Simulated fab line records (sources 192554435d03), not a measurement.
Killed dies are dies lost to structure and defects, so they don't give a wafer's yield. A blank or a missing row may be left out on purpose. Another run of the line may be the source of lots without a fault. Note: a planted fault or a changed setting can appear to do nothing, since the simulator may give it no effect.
fab line records | flow n5-finfet
[record] lots = 24 wafers = 72 last-day = 21
route steps=1938 shown BEOL_M11@1536 BEOL_M12@1603
lots that met no fault: taken from a fault-free run of the same line
start-h: hours from the record's first day to the start of the lot's first wafer shown | wait-h: hours since the lot's step before | " identical to the entry in the row above | L1.1+2: a single row standing in for several wafers | - no value, or no start given | * or withheld: withheld | < > ~ a bound
route shown NAME@n: NAME is a module with steps in the file, n the number in the route of the first one | usual: mean/standard deviation taken from wafers without a fault | same: alike in all rows | chamber/n: place in a boat | sites: readings site by site | _std_site: how widely they spread, as a standard deviation | _edge_site: inner sites' mean taken away from outer sites' mean | radius-mm: for every site, how far away it sits from the centre of the wafer | mask NAME#n: copy n | behind: the most recent tool/chamber to have shaped the wafer | hold: why the lot went on hold/how many hours it stayed there/how the hold came to an end | device: the n, p or np transistor that did not switch | end of line: the tests these same wafers got at the end of their route | a step with no rows: only its recipe | killed: dies lost to structure and defects at the first sort, not the wafer's yield | map: a wafer's dies, marking killed ones x, the rest . and places with no die _
set.NAME: the setting that was run; set.NAME@STEP: the one run at that earlier step | model.NAME: the simulator's own value behind a step, which no gauge read
a sample of lots followed through the steps of the route, with each step as a table and each wafer as a row
services: when a tool's chamber went out of use (start-h, in hours from the record's first day, below 0 if earlier), for how many hours, and the reason
[[steps]]
[step N5_BEOL_M11_ILD_DEP_00]
[recipe] material = SiCOH_lowk target-thk-a = 3085.1 temp-c = 300 precursor = DEMS/porogen pressure-torr = 5 rf-w = 500 time-s = 58
[usual] heater-power-outer-w = 128/37 heater-power-w = 289/71 rf-fwd-power-W = 496.2/1.9 showerhead-plenum-p-Torr = 5.743/0.018 throttle-valve-pct = 13.9/0.69
// columns lot.wafer tool chamber start-h wait-h heater-power-outer-w heater-power-w rf-fwd-power-W showerhead-plenum-p-Torr throttle-valve-pct
L076.2 pecvd-03 0 325.67 0.0 71 192 499.2 5.717 14.1
L076.5 " 0 " " 77 197 497.6 5.738 14.3
L076.6 " 2 " " 180 371 496.5 5.774 13.4
L074.3 pecvd-01 0 331.85 0.0 130 292 495.3 5.740 14.5
L074.4 " 1 " " 171 366 495.7 5.751 12.9
L074.5 " 0 " " 135 296 496.2 5.748 14.7
L075.1 pecvd-03 2 332.95 0.0 140 320 495.5 5.767 13.3
L075.4 " 0 " " 74 192 497.3 5.735 14.0
L075.5 " 2 " " 146 338 496.3 5.776 13.2
L077.2 pecvd-03 0 339.45 0.0 98 218 494.8 5.728 14.1
L077.3 " 2 " " 175 358 492.6 5.761 13.5
L077.6 " 1 " " 119 243 498.0 5.727 14.7
L078.1 pecvd-01 0 339.63 0.0 137 300 495.2 5.744 14.7
L078.4 " 0 " " 141 305 495.1 5.729 14.9
L078.6 " 1 " " 152 350 496.1 5.751 13.2
L079.2 pecvd-01 0 340.17 0.0 127 284 494.6 5.750 14.9
L079.3 " 2 " " 98 235 495.9 5.750 12.8
L079.4 " 1 " " 164 356 495.0 5.768 13.2
L081.1 pecvd-01 2 350.70 0.0 80 212 494.8 5.758 13.0
L081.2 " 0 " " 114 278 494.6 5.723 14.7
L081.6 " 1 " " 169 362 494.6 5.780 13.2
L083.1 pecvd-03 0 361.32 0.0 98 227 496.3 5.725 14.2
L083.2 " 1 " " 121 253 498.6 5.746 14.6
L083.5 " 2 " " 186 386 496.5 5.749 13.4
L080.2 pecvd-04 1 362.31 0.0 152 343 501.7 5.710 14.6
L080.4 " 0 " " 208 450 497.0 5.731 14.1
L080.5 " 1 " " 162 338 498.6 5.706 14.5
L082.1 pecvd-01 0 364.43 0.0 123 283 494.8 5.732 14.7
L082.3 " 2 " " 79 209 495.6 5.748 13.2
L082.6 " 2 " " 82 216 497.9 5.742 13.2
L085.2 pecvd-03 0 369.85 0.0 91 219 496.8 5.729 14.2
L085.3 " 2 " " 149 343 494.7 5.773 13.7
L085.6 " 0 " " 94 223 496.7 5.716 14.2
L084.1 pecvd-01 0 380.60 0.0 133 303 493.7 5.751 14.8
L084.3 " 1 " " 158 336 495.3 5.750 13.3
L084.5 " 1 " " 158 345 497.8 5.767 13.0
L086.3 pecvd-04 2 381.41 0.0 186 408 496.7 5.739 13.1
L086.5 " 2 " " 194 411 496.9 5.744 12.7
L086.6 " 0 " " 192 433 496.0 5.726 14.1
L089.1 pecvd-03 1 398.06 0.0 130 256 498.5 5.741 14.6
L089.2 " 0 " " 75 193 496.8 5.731 14.3
L089.5 " 0 " " 79 203 498.5 5.726 13.9
L091.3 pecvd-03 2 400.33 0.0 168 358 492.7 5.777 13.7
L091.4 " 2 " " 175 354 494.7 5.761 13.6
L091.6 " 1 " " 126 252 494.8 5.744 14.5
L087.1 pecvd-04 0 408.41 0.0 198 459 499.2 5.721 14.4
L087.2 " 1 " " 138 320 496.1 5.717 14.7
L087.6 " 1 " " 144 331 497.1 5.716 14.9
L088.1 pecvd-03 2 411.19 0.0 154 344 497.6 5.762 13.4
L088.5 " 2 " " 160 352 496.2 5.778 13.7
L088.6 " 1 " " 128 265 499.5 5.739 14.6
L090.2 pecvd-01 2 414.05 0.0 82 214 498.3 5.745 12.9
L090.3 " 0 " " 134 293 495.9 5.742 14.9
L090.6 " 2 " " 89 216 498.2 5.749 13.2
L092.3 pecvd-03 0 414.15 0.0 83 208 496.7 5.735 14.0
L092.5 " 2 " " 151 337 498.0 5.756 13.6
L092.6 " 1 " " 134 268 496.9 5.720 14.5
L093.1 pecvd-03 0 430.84 0.0 68 189 496.3 5.733 14.2
L093.3 " 1 " " 127 261 497.5 5.724 14.5
L093.6 " 0 " " 71 192 499.6 5.741 14.1
L094.1 pecvd-03 2 436.91 0.0 168 360 495.1 5.750 13.5
L094.3 " 0 " " 99 227 496.2 5.738 14.1
L094.4 " 1 " " 83 210 495.6 5.718 14.5
L095.1 pecvd-01 0 444.59 0.0 134 300 495.6 5.750 15.0
L095.3 " 2 " " 79 207 497.5 5.752 13.1
L095.6 " 1 " " 166 366 495.9 5.765 13.0
L096.1 pecvd-03 0 448.43 0.0 85 203 497.5 5.729 14.1
L096.5 " 1 " " 129 265 499.6 5.727 14.6
L096.6 " 0 " " 93 217 498.1 5.729 14.3
L097.2 pecvd-01 1 456.49 0.0 132 315 496.7 5.762 13.2
L097.3 " 2 " " 76 206 493.5 5.733 13.6
L097.6 " 0 " " 119 284 493.0 5.719 14.8
[step N5_BEOL_M11_CD_MEAS_11]
[recipe] target-cd-nm = 64.1 landing-energy-ev = 500 detector = se-inlens polarity = opening
[usual] cd-nm = 64.1/0.61
// columns lot.wafer tool chamber start-h wait-h cd-nm
L076.2 cd-sem-01 0 327.35 - 65.2
L076.5 " 0 " " 64.4
L076.6 " 0 " " 64.0
L074.3 cd-sem-02 0 333.77 - 64.0
L074.4 " 0 " " 63.3
L074.5 " 0 " " 63.7
L075.1 cd-sem-02 0 334.44 - 63.5
L075.4 " 0 " " 63.0
L075.5 " 0 " " 63.8
L077.2 cd-sem-02 0 342.24 - 63.4
L077.3 " 0 " " 63.2
L077.6 " 0 " " 64.1
L078.1 cd-sem-02 0 342.45 - 64.5
L078.4 " 0 " " 64.0
L078.6 " 0 " " 64.2
L079.2 cd-sem-01 0 343.36 - 64.5
L079.3 " 0 " " 64.6
L079.4 " 0 " " 64.1
L081.1 cd-sem-02 0 354.12 - 64.5
L081.2 " 0 " " 64.9
L081.6 " 0 " " 64.5
L083.1 cd-sem-03 0 362.87 - 64.7
L083.2 " 0 " " 65.0
L083.5 " 0 " " 64.4
L080.2 cd-sem-03 0 366.55 - 63.9
L080.4 " 0 " " 64.7
L080.5 " 0 " " 65.1
L082.1 cd-sem-03 0 367.33 - 63.7
L082.3 " 0 " " 63.9
L082.6 " 0 " " 64.3
L085.2 cd-sem-01 0 371.76 - 63.9
L085.3 " 0 " " 64.0
L085.6 " 0 " " 63.7
L084.1 cd-sem-03 0 382.03 - 64.2
L084.3 " 0 " " 63.1
L084.5 " 0 " " 63.8
L086.3 cd-sem-01 0 383.22 - 64.5
L086.5 " 0 " " 64.4
L086.6 " 0 " " 63.9
L089.1 cd-sem-03 0 399.64 - 65.2
L089.2 " 0 " " 63.7
L089.5 " 0 " " 63.3
L091.3 cd-sem-02 0 402.16 - 63.8
L091.4 " 0 " " 62.7
L091.6 " 0 " " 63.4
L087.1 cd-sem-02 0 412.06 - 63.7
L087.2 " 0 " " 63.9
L087.6 " 0 " " 64.1
L088.1 cd-sem-03 0 413.29 - 64.5
L088.5 " 0 " " 64.9
L088.6 " 0 " " 64.9
L092.3 cd-sem-01 0 415.80 - 64.4
L092.5 " 0 " " 64.7
L092.6 " 0 " " 63.1
L090.2 cd-sem-03 0 416.34 - 63.6
L090.3 " 0 " " 63.7
L090.6 " 0 " " 65.0
L093.1 cd-sem-02 0 432.53 - 64.4
L093.3 " 0 " " 62.8
L093.6 " 0 " " 62.8
L094.1 cd-sem-02 0 438.54 - 63.7
L094.3 " 0 " " 65.4
L094.4 " 0 " " 63.7
L095.1 cd-sem-03 0 448.13 - 63.8
L095.3 " 0 " " 63.3
L095.6 " 0 " " 63.9
L096.1 cd-sem-03 0 450.51 - 64.8
L096.5 " 0 " " 63.5
L096.6 " 0 " " 63.8
L097.2 cd-sem-03 0 458.64 - 63.8
L097.3 " 0 " " 63.8
L097.6 " 0 " " 63.7
[step N5_BEOL_M11_DESCUM_16]
[recipe] chemistry = O2 time-s = 7.9 source-power-w = 50 bias-power-w = 20 pressure-mtorr = 20 rf-frequency-hz = 2.712e+07 temp-c = 40 resist = CAR-ArF o2-flow-sccm = 225
[usual] drypump-motor-current-A = 5.7/0.42 oes-product-au = 0.79/0.088 rf-fwd-power-W = 49.42/0.17 rf-vpp-V = 243.1/1.5 showerhead-plenum-p-Torr = 2.09/0.081 throttle-valve-pct = 20.4/0.34
// columns lot.wafer tool chamber start-h wait-h drypump-motor-current-A oes-product-au rf-fwd-power-W rf-hours-counter-h rf-vpp-V showerhead-plenum-p-Torr throttle-valve-pct
L076.2 rie-diel-02 1 327.50 0.1 4.8 0.74 49.52 191 243.4 2.11 20.9
L076.5 " 3 " " 5.4 0.79 49.35 - 245.7 2.22 20.2
L076.6 " 2 " " 5.8 0.67 49.54 - 241.9 1.98 20.7
L074.3 rie-diel-03 0 333.97 0.1 5.2 0.87 49.17 36 242.8 2.03 20.3
L074.4 " 2 " " 6.0 0.68 49.36 241 241.3 1.97 20.2
L074.5 " 1 " " 5.9 0.93 49.21 - 245.0 2.13 20.0
L075.1 rie-diel-06 3 334.53 0.0 5.4 0.88 49.48 39 244.5 2.19 20.4
L075.4 " 0 " " 5.7 0.89 49.62 52 243.3 2.06 20.1
L075.5 " 0 " " 5.7 0.89 49.54 - 242.9 2.06 20.1
L077.2 rie-diel-03 2 342.35 0.1 5.9 0.67 49.17 244 241.3 1.97 20.2
L077.3 " 1 " " 5.9 0.93 49.16 15 243.1 2.13 20.0
L077.6 " 0 " " 5.3 0.86 49.37 - 242.2 2.03 20.4
L078.1 rie-diel-02 3 342.63 0.1 5.4 0.78 49.47 87 244.3 2.22 20.2
L078.4 " 0 " " 5.8 0.79 49.62 120 240.3 2.00 20.4
L078.6 " 0 " " 5.8 0.78 49.64 - 241.6 2.00 20.4
L079.2 rie-diel-03 0 343.86 0.5 5.2 0.87 49.31 40 242.8 2.03 20.3
L079.3 " 1 " " 5.9 0.92 49.35 16 245.7 2.13 20.0
L079.4 " 3 " " 6.4 0.71 49.55 180 243.7 2.09 20.4
L081.1 rie-diel-02 2 354.51 0.3 5.9 0.67 49.58 239 242.2 1.97 20.7
L081.2 " 3 " " 5.4 0.78 49.50 92 244.8 2.21 20.2
L081.6 " 0 " " 5.8 0.79 49.52 - 242.8 2.00 20.4
L083.1 rie-diel-06 2 362.95 0.0 5.8 0.68 49.51 222 243.7 2.13 20.0
L083.2 " 0 " " 5.7 0.87 49.58 62 241.5 2.05 20.1
L083.5 " 2 " " 5.8 0.68 49.83 - 244.3 2.13 20.0
L080.2 rie-diel-02 2 366.72 0.1 5.9 0.66 49.40 243 240.4 1.97 20.7
L080.4 " 3 " " 5.4 0.77 49.38 - 243.6 2.21 20.2
L080.5 " 2 " " 5.8 0.66 49.31 - 241.0 1.97 20.8
L082.1 rie-diel-06 2 367.43 0.0 5.8 0.68 49.34 224 245.1 2.13 19.9
L082.3 " 1 " " 5.6 0.73 49.18 193 242.8 2.00 21.0
L082.6 " 2 " " 5.8 0.68 49.09 - 245.8 2.13 19.9
L085.2 rie-diel-06 3 372.41 0.6 5.3 0.86 49.44 52 244.6 2.19 20.5
L085.3 " 2 " " 5.8 0.68 49.70 225 244.5 2.13 19.9
L085.6 " 0 " " 5.7 0.87 49.38 - 241.1 2.05 20.1
L084.1 rie-diel-02 1 382.12 0.0 4.9 0.74 49.39 202 242.9 2.10 21.0
L084.3 " 0 " " 5.8 0.77 49.72 136 242.8 2.00 20.4
L084.5 " 1 " " 4.8 0.74 49.47 - 244.6 2.10 21.0
L086.3 rie-diel-03 0 383.51 0.2 5.3 0.84 49.35 53 242.9 2.03 20.4
L086.5 " 1 " " 5.9 0.90 49.08 - 245.1 2.13 20.0
L086.6 " 0 " " 5.3 0.83 49.18 - 243.0 2.03 20.4
L089.1 rie-diel-03 2 399.89 0.2 6.0 0.95 49.56 4 245.3 2.23 19.8
L089.2 " 0 " " 5.2 0.84 49.33 59 242.1 2.02 20.4
L089.5 " 0 " " 5.2 0.83 49.27 - 242.0 2.02 20.4
L091.3 rie-diel-06 3 402.25 0.0 5.4 0.85 49.35 63 244.1 2.18 20.5
L091.4 " 2 " " 5.8 0.68 49.17 235 245.6 2.13 20.0
L091.6 " 2 " " 5.8 0.68 49.51 - 244.8 2.13 20.0
L087.1 rie-diel-02 2 412.15 0.0 5.8 0.96 49.54 3 244.8 2.23 20.5
L087.2 " 1 " " 4.8 0.73 49.46 214 243.2 2.10 21.0
L087.6 " 3 " " 5.4 0.75 49.12 - 244.8 2.20 20.2
L088.1 rie-diel-03 3 413.54 0.2 6.5 0.69 49.59 203 241.5 2.08 20.5
L088.5 " 3 " " 6.5 0.69 49.34 - 244.2 2.08 20.5
L088.6 " 2 " " 6.0 0.93 49.39 - 245.2 2.23 19.7
L092.3 rie-diel-03 3 415.88 0.0 6.5 0.69 49.47 203 242.8 2.08 20.5
L092.5 " 2 " " 6.0 0.93 49.47 - 247.7 2.23 19.8
L092.6 " 3 " " 6.4 0.68 49.27 - 243.4 2.08 20.5
L090.2 rie-diel-02 1 416.42 0.0 4.8 0.72 49.68 215 242.2 2.10 21.0
L090.3 " 2 " " 5.8 0.96 49.52 5 245.8 2.23 20.5
L090.6 " 2 " " 5.8 0.96 49.44 - 245.1 2.23 20.5
L093.1 rie-diel-03 1 432.62 0.0 5.9 0.88 49.55 44 242.1 2.12 20.1
L093.3 " 3 " " 6.5 0.69 49.26 209 242.1 2.08 20.5
L093.6 " 0 " " 5.3 0.83 49.50 - 241.3 2.02 20.4
L094.1 rie-diel-03 1 438.99 0.4 5.9 0.88 49.38 46 243.1 2.12 20.0
L094.3 " 3 " " 6.5 0.68 49.37 212 242.0 2.08 20.5
L094.4 " 0 " " 5.2 0.82 49.37 70 242.9 2.02 20.4
L095.1 rie-diel-03 1 448.22 0.0 5.9 0.87 49.41 48 243.5 2.12 20.0
L095.3 " 0 " " 5.2 0.83 49.55 73 242.6 2.02 20.4
L095.6 " 3 " " 6.5 0.69 49.43 - 241.9 2.08 20.5
L096.1 rie-diel-06 1 450.60 0.0 5.6 0.71 49.17 216 242.5 2.00 21.1
L096.5 " 3 " " 5.4 0.83 49.36 - 243.7 2.18 20.5
L096.6 " 0 " " 5.7 0.84 49.52 - 242.5 2.04 20.2
L097.2 rie-diel-03 1 458.72 0.0 5.9 0.87 49.25 50 245.6 2.12 20.1
L097.3 " 2 " " 6.0 0.90 49.27 22 245.4 2.22 19.8
L097.6 " 3 " " 6.5 0.68 49.38 - 242.9 2.08 20.5
[step N5_BEOL_M11_STRIP_19]
[recipe] chemistry = O2 power-w = 400 temp-c = 40 pressure-mtorr = 30 rf-frequency-hz = 6e+07 bias-power-w = 0 overash-fraction = 0.2 o2-flow-sccm = 225
[usual] drypump-motor-current-A = 5.7/0.42 oes-product-au = 0.79/0.089 rf-vpp-V = 3.6/0.51 showerhead-plenum-p-Torr = 2.10/0.08 throttle-valve-pct = 16.64/0.29
[same] overash-fraction = 0.2
// columns lot.wafer tool chamber start-h wait-h drypump-motor-current-A oes-product-au rf-hours-counter-h rf-vpp-V showerhead-plenum-p-Torr throttle-valve-pct
L076.2 rie-diel-02 2 328.00 0.2 5.8 0.66 229 4.3 1.98 17.04
L076.5 " 3 " " 5.4 0.79 - 3.8 2.22 16.46
L076.6 " 2 " " 5.9 0.68 - 3.4 1.98 17.04
L074.3 rie-diel-03 0 334.36 0.1 5.2 0.86 36 4.0 2.04 16.56
L074.4 " 2 " " 5.9 0.66 241 3.7 1.98 16.50
L074.5 " 3 " " 6.5 0.71 - 3.5 2.10 16.72
L075.1 rie-diel-06 3 334.91 0.1 5.4 0.88 39 3.5 2.20 16.66
L075.4 " 1 " " 5.6 0.73 181 2.9 2.01 17.23
L075.5 " 0 " " 5.7 0.88 - 4.0 2.06 16.34
L077.2 rie-diel-03 3 342.77 0.1 6.4 0.71 179 3.3 2.10 16.73
L077.3 " 2 " " 6.0 0.67 244 4.2 1.98 16.50
L077.6 " 1 " " 5.9 0.93 - 4.0 2.14 16.28
L078.1 rie-diel-06 1 343.14 0.2 5.6 0.74 184 3.3 2.01 17.22
L078.4 " 1 " " 5.6 0.73 - 3.3 2.01 17.22
L078.6 " 3 " " 5.4 0.87 - 3.0 2.20 16.67
L079.2 rie-diel-03 1 344.33 0.2 5.9 0.93 16 3.3 2.14 16.27
L079.3 " 0 " " 5.2 0.87 40 3.8 2.03 16.57
L079.4 " 3 " " 6.5 0.70 180 3.2 2.10 16.73
L081.1 rie-diel-02 3 354.89 0.1 5.4 0.78 93 2.8 2.22 16.47
L081.2 " 1 " " 4.8 0.73 201 4.2 2.11 17.12
L081.6 " 3 " " 5.4 0.78 - 4.4 2.22 16.47
L083.1 rie-diel-02 2 363.34 0.1 5.8 0.65 242 3.5 1.98 17.09
L083.2 " 3 " " 5.4 0.78 95 3.4 2.22 16.44
L083.5 " 3 " " 5.4 0.79 - 3.4 2.22 16.45
L080.2 rie-diel-06 1 367.12 0.1 5.6 0.73 193 3.4 2.01 17.25
L080.4 " 3 " " 5.4 0.85 50 4.0 2.19 16.69
L080.5 " 0 " " 5.7 0.87 - 4.5 2.06 16.38
L082.1 rie-diel-03 3 367.90 0.2 6.5 0.70 187 4.0 2.09 16.77
L082.3 " 0 " " 5.3 0.85 46 3.9 2.03 16.57
L082.6 " 0 " " 5.2 0.85 - 3.9 2.03 16.58
L085.2 rie-diel-03 1 372.88 0.1 5.9 0.91 24 4.4 2.13 16.27
L085.3 " 0 " " 5.2 0.85 49 4.1 2.03 16.59
L085.6 " 1 " " 5.9 0.92 - 3.6 2.13 16.27
L084.1 rie-diel-03 3 382.50 0.1 6.5 0.70 193 3.6 2.09 16.75
L084.3 " 1 " " 5.9 0.90 28 3.2 2.13 16.25
L084.5 " 0 " " 5.2 0.85 - 3.1 2.03 16.61
L086.3 rie-diel-03 0 383.98 0.1 5.2 0.85 53 3.8 2.03 16.60
L086.5 " 3 " " 6.5 0.70 - 3.4 2.09 16.78
L086.6 " 0 " " 5.2 0.85 - 3.5 2.03 16.61
L089.1 rie-diel-02 2 400.27 0.1 5.8 1.00 0 3.4 2.24 16.70
L089.2 " 1 " " 4.8 0.72 211 4.4 2.11 17.14
L089.5 " 1 " " 4.8 0.73 - 3.4 2.10 17.13
L091.3 rie-diel-02 3 402.63 0.1 5.4 0.75 113 3.0 2.21 16.49
L091.4 " 1 " " 4.8 0.73 212 3.3 2.11 17.16
L091.6 " 2 " " 5.8 0.97 - 3.8 2.24 16.68
L087.1 rie-diel-06 3 412.57 0.1 5.3 0.86 65 3.4 2.19 16.71
L087.2 " 0 " " 5.7 0.86 77 3.1 2.05 16.41
L087.6 " 2 " " 5.8 0.68 - 3.3 2.13 16.32
L088.1 rie-diel-06 1 414.15 0.3 5.7 0.71 206 3.9 2.00 17.27
L088.5 " 3 " " 5.4 0.85 - 3.8 2.19 16.73
L088.6 " 0 " " 5.7 0.85 - 3.3 2.05 16.39
L092.3 rie-diel-03 1 416.27 0.1 5.9 0.89 39 2.9 2.13 16.29
L092.5 " 0 " " 5.2 0.83 - 4.6 2.03 16.62
L092.6 " 3 " " 6.5 0.69 - 2.7 2.09 16.79
L090.2 rie-diel-02 2 416.83 0.1 5.8 0.95 5 3.3 2.23 16.68
L090.3 " 1 " " 4.9 0.72 216 3.9 2.10 17.15
L090.6 " 1 " " 4.8 0.72 - 3.8 2.10 17.14
L093.1 rie-diel-03 0 433.10 0.2 5.2 0.83 68 4.2 2.02 16.63
L093.3 " 3 " " 6.4 0.69 210 3.6 2.09 16.76
L093.6 " 2 " " 6.0 0.92 - 2.3 2.23 16.03
L094.1 rie-diel-02 2 439.37 0.1 5.9 0.94 13 3.7 2.23 16.72
L094.3 " 1 " " 4.8 0.71 225 4.1 2.10 17.16
L094.4 " 3 " " 5.4 0.74 126 2.7 2.20 16.52
L095.1 rie-diel-06 2 448.70 0.2 5.8 0.67 248 3.8 2.13 16.34
L095.3 " 3 " " 5.4 0.84 75 4.2 2.18 16.73
L095.6 " 3 " " 5.3 0.83 - 4.1 2.18 16.74
L096.1 rie-diel-06 0 451.07 0.2 5.7 0.84 88 3.7 2.05 16.42
L096.5 " 3 " " 5.4 0.83 - 3.8 2.18 16.75
L096.6 " 0 " " 5.7 0.85 - 3.4 2.05 16.43
L097.2 rie-diel-02 0 459.18 0.2 5.8 0.74 165 3.6 1.99 16.73
L097.3 " 2 " " 5.9 0.92 19 3.1 2.23 16.72
L097.6 " 1 " " 4.8 0.70 - 4.2 2.10 17.17
[step N5_BEOL_M11_THK_MEAS_53]
[recipe] thk-meas-gauge = xrf reads = Cu_of_BEOL_M11_ECD_50
[usual] M11_THK = 136/3.3
// columns lot.wafer tool chamber start-h wait-h M11_THK[nm]
L076.2 film-metro-01 - 333.57 - 132
L076.5 " - " " 136
L076.6 " - " " 138
L074.3 film-metro-02 - 338.85 - 140
L074.4 " - " " 134
L074.5 " - " " 134
L075.1 film-metro-02 - 339.17 - 140
L075.4 " - " " 142
L075.5 " - " " 136
L077.2 film-metro-01 - 347.53 - 133
L077.3 " - " " 137
L077.6 " - " " 139
L078.1 film-metro-01 - 348.82 - 132
L078.4 " - " " 136
L078.6 " - " " 134
L079.2 film-metro-01 - 349.10 - 131
L079.3 " - " " 138
L079.4 " - " " 132
L081.1 film-metro-01 - 362.59 - 131
L081.2 " - " " 138
L081.6 " - " " 132
L083.1 film-metro-01 - 369.33 - 137
L083.2 " - " " 140
L083.5 " - " " 137
L080.2 film-metro-02 - 373.28 - 133
L080.4 " - " " 138
L080.5 " - " " 139
L082.1 film-metro-01 - 373.59 - 139
L082.3 " - " " 129
L082.6 " - " " 135
L085.2 film-metro-01 - 376.69 - 135
L085.3 " - " " 136
L085.6 " - " " 141
L084.1 film-metro-01 - 386.86 - 138
L084.3 " - " " 138
L084.5 " - " " 138
L086.3 film-metro-02 - 389.68 - 133
L086.5 " - " " 135
L086.6 " - " " 133
L089.1 film-metro-01 - 403.63 - 135
L089.2 " - " " 138
L089.5 " - " " 129
L091.3 film-metro-02 - 408.45 - 140
L091.4 " - " " 140
L091.6 " - " " 141
L087.1 film-metro-01 - 416.42 - 135
L087.2 " - " " 134
L087.6 " - " " 135
L090.2 film-metro-01 - 420.68 - 140
L090.3 " - " " 135
L090.6 " - " " 137
L088.1 film-metro-02 - 421.22 - 131
L088.5 " - " " 131
L088.6 " - " " 139
L092.3 film-metro-01 - 422.08 - 132
L092.5 " - " " 133
L092.6 " - " " 136
L093.1 film-metro-02 - 436.43 - 135
L093.3 " - " " 140
L093.6 " - " " 138
L094.1 film-metro-02 - 444.72 - 139
L094.3 " - " " 135
L094.4 " - " " 134
L095.1 film-metro-02 - 454.09 - 134
L095.3 " - " " 134
L095.6 " - " " 134
L096.1 film-metro-02 - 456.02 - 139
L096.5 " - " " 139
L096.6 " - " " 137
L097.2 film-metro-01 - 467.22 - 136
L097.3 " - " " 139
L097.6 " - " " 133
[step N5_BEOL_M12_THK_MEAS_01]
[recipe] reads = SiOC_of_BEOL_M12_ILD_DEP_00
[usual] M12_ILD_THK = 661/10
// columns lot.wafer tool chamber start-h wait-h M12_ILD_THK[nm]
L076.2 film-metro-01 - 333.89 0.1 654
L076.5 " - " " 672
L076.6 " - " " 671
L074.3 film-metro-01 - 339.17 0.1 650
L074.4 " - " " 662
L074.5 " - " " 673
L075.1 film-metro-01 - 339.48 0.1 643
L075.4 " - " " 664
L075.5 " - " " 652
L077.2 film-metro-01 - 347.85 0.1 666
L077.3 " - " " 663
L077.6 " - " " 682
L078.1 film-metro-02 - 349.14 0.1 650
L078.4 " - " " 662
L078.6 " - " " 662
L079.2 film-metro-02 - 349.42 0.1 662
L079.3 " - " " 668
L079.4 " - " " 686
L081.1 film-metro-01 - 362.91 0.1 668
L081.2 " - " " 646
L081.6 " - " " 664
L083.1 film-metro-01 - 369.67 0.1 654
L083.2 " - " " 658
L083.5 " - " " 658
L080.2 film-metro-02 - 373.59 0.1 668
L080.4 " - " " 666
L080.5 " - " " 670
L082.1 film-metro-02 - 373.91 0.1 652
L082.3 " - " " 659
L082.6 " - " " 679
L085.2 film-metro-01 - 377.04 0.1 638
L085.3 " - " " 636
L085.6 " - " " 658
L084.1 film-metro-01 - 387.18 0.1 660
L084.3 " - " " 649
L084.5 " - " " 654
L086.3 film-metro-01 - 390.00 0.1 648
L086.5 " - " " 670
L086.6 " - " " 663
L089.1 film-metro-02 - 404.00 0.1 670
L089.2 " - " " 647
L089.5 " - " " 665
L091.3 film-metro-01 - 408.82 0.1 671
L091.4 " - " " 661
L091.6 " - " " 674
L087.1 film-metro-01 - 416.77 0.1 655
L087.2 " - " " 660
L087.6 " - " " 670
L090.2 film-metro-01 - 421.00 0.1 654
L090.3 " - " " 650
L090.6 " - " " 670
L088.1 film-metro-02 - 421.54 0.1 642
L088.5 " - " " 658
L088.6 " - " " 658
L092.3 film-metro-02 - 422.40 0.1 649
L092.5 " - " " 660
L092.6 " - " " 661
L093.1 film-metro-02 - 436.75 0.1 666
L093.3 " - " " 651
L093.6 " - " " 661
L094.1 film-metro-02 - 445.04 0.1 655
L094.3 " - " " 656
L094.4 " - " " 661
L095.1 film-metro-02 - 454.41 0.1 651
L095.3 " - " " 649
L095.6 " - " " 655
L096.1 film-metro-02 - 456.35 0.1 673
L096.5 " - " " 653
L096.6 " - " " 659
L097.2 film-metro-02 - 467.54 0.1 662
L097.3 " - " " 660
L097.6 " - " " 673
[[services]]
// columns tool chamber start-h hours kind
pecvd-04 1 306.59 4.1 repair
pecvd-04 - 324.90 0.8 repair
pecvd-01 - 334.31 2.8 pm
rie-diel-06 2 340.34 7.7 repair
rie-diel-02 1 357.58 23.7 repair
rie-diel-02 - 358.10 0.8 repair
rie-diel-03 2 363.34 - clean
rie-diel-03 2 363.34 - consumable-replace:focus-ring
rie-diel-03 2 363.34 - consumable-replace:showerhead
rie-diel-03 2 363.34 22.2 scheduled-down
rie-diel-03 2 363.34 22.2 vent-cycle
pecvd-04 - 364.73 5.5 pm
pecvd-01 - 371.26 1.8 repair
rie-diel-02 2 383.25 - clean
rie-diel-02 2 383.25 - consumable-replace:focus-ring
rie-diel-02 2 383.25 - consumable-replace:showerhead
rie-diel-02 2 383.25 17.0 scheduled-down
rie-diel-02 2 383.25 17.0 vent-cycle
pecvd-04 0 414.13 6.0 repair
pecvd-01 - 415.89 5.5 pm
pecvd-03 2 444.22 19.8 repair
rie-diel-06 2 454.70 - clean
rie-diel-06 2 454.70 - consumable-replace:focus-ring
rie-diel-03 1 455.53 2.6 repair
[[key]]
fault none
